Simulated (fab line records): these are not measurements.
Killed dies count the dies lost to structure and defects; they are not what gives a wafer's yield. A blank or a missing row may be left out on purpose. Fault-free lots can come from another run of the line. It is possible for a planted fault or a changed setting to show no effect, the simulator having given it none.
What tool caused it? -- flow nand_harc -- 6 lots with 18 wafers sampled at 4 steps, on a route of 1302 steps

== WHAT EACH GAUGE READ, for each wafer ==
NHARC_END_SORT_01.
lot,measured,on,killed_at_array
L803,day 25 10:31,prober-02,68 75 71
L804,day 25 16:46,prober-01,81 83 85
L809,day 28 06:38,prober-02,57 51 54
L813,day 30 20:06,prober-02,673 675 674
L816,day 30 09:40,prober-02,677 672 670
L823,day 33 10:28,prober-01,56 66 59

== TOOL THAT RAN EACH LOT (tool first, then ch and the chambers of the sampled wafers, then the start) ==
lot,NHARC_A_CHANNEL_HOLE_D1_DESCUM_15,NHARC_A_CHANNEL_HOLE_D1_ETCH_39,NHARC_A_CHANNEL_HOLE_D1_ETCH_23
L803,"rie_diel-07 ch 0,2,3, day 9 18:26","rie_diel-07 ch 1,2,3, day 9 18:38","har_etch-02 ch 0,1, day 9 21:10"
L804,"rie_diel-07 ch 0,3, day 10 08:52","rie_diel-07 ch 1,2, day 10 09:04","har_etch-02 ch 0,1, day 10 16:02"
L809,"rie_diel-07 ch 0,1, day 12 01:12","rie_diel-07 ch 2, day 12 01:25","har_etch-01 ch 0,1, day 12 04:28"
L813,"rie_diel-07 ch 1,2,3, day 14 16:28","rie_diel-07 ch 0,1,3, day 14 16:40","har_etch-02 ch 0,1, day 14 19:17"
L816,"rie_diel-07 ch 2,3, day 15 06:29","rie_diel-07 ch 0,1,2, day 15 06:41","har_etch-01 ch 0, day 15 09:31"
L823,"rie_diel-11 ch 1,2,3, day 18 00:05","rie_diel-11 ch 1,2, day 18 00:22","har_etch-01 ch 0,1, day 18 03:02"
- NHARC_A_CHANNEL_HOLE_D1_DESCUM_15: chemistry O2, time 3 s.
- NHARC_A_CHANNEL_HOLE_D1_ETCH_39: etches the open film in N2/H2, target depth 260 nm, time 325 s.
- NHARC_A_CHANNEL_HOLE_D1_ETCH_23: etches the open film in C4F8/O2/Ar, time 819 s, target depth 1600 nm.

== THE ANSWER, worked out from the rows above alone ==
Rule: the usual values come from the lots themselves. The widest of any qualifying gaps counts: lots, ordered by their means at a reading, are off when they make up no more than a third of the lots, leave a main group of 4 or more, and stand apart from it by 3 or more times the standard deviation of that group's means. If all means in a main group match to the digits the tables above print for the reading, that group is not used. Also off: a lot with no number at a reading for which 4 or more lots have one. The other lots that the step has rows for count as sound.
Off at NHARC_END_SORT_01 (killed_at_array): L813, L816. For the main group the mean is 67 and the standard deviation 11.
A tool fits if, at a process step before that reading, it ran every lot that is off, and no sound lot after the first of them. Those tools and the gauges at NHARC_END_SORT_01 are tried in the same way. This does not decide it: 2 tools fit, namely rie_diel-07 at NHARC_A_CHANNEL_HOLE_D1_DESCUM_15 and NHARC_A_CHANNEL_HOLE_D1_ETCH_39 and prober-02 at NHARC_END_SORT_01.

== WHAT HAD BEEN PUT IN BY THE SIMULATOR ==
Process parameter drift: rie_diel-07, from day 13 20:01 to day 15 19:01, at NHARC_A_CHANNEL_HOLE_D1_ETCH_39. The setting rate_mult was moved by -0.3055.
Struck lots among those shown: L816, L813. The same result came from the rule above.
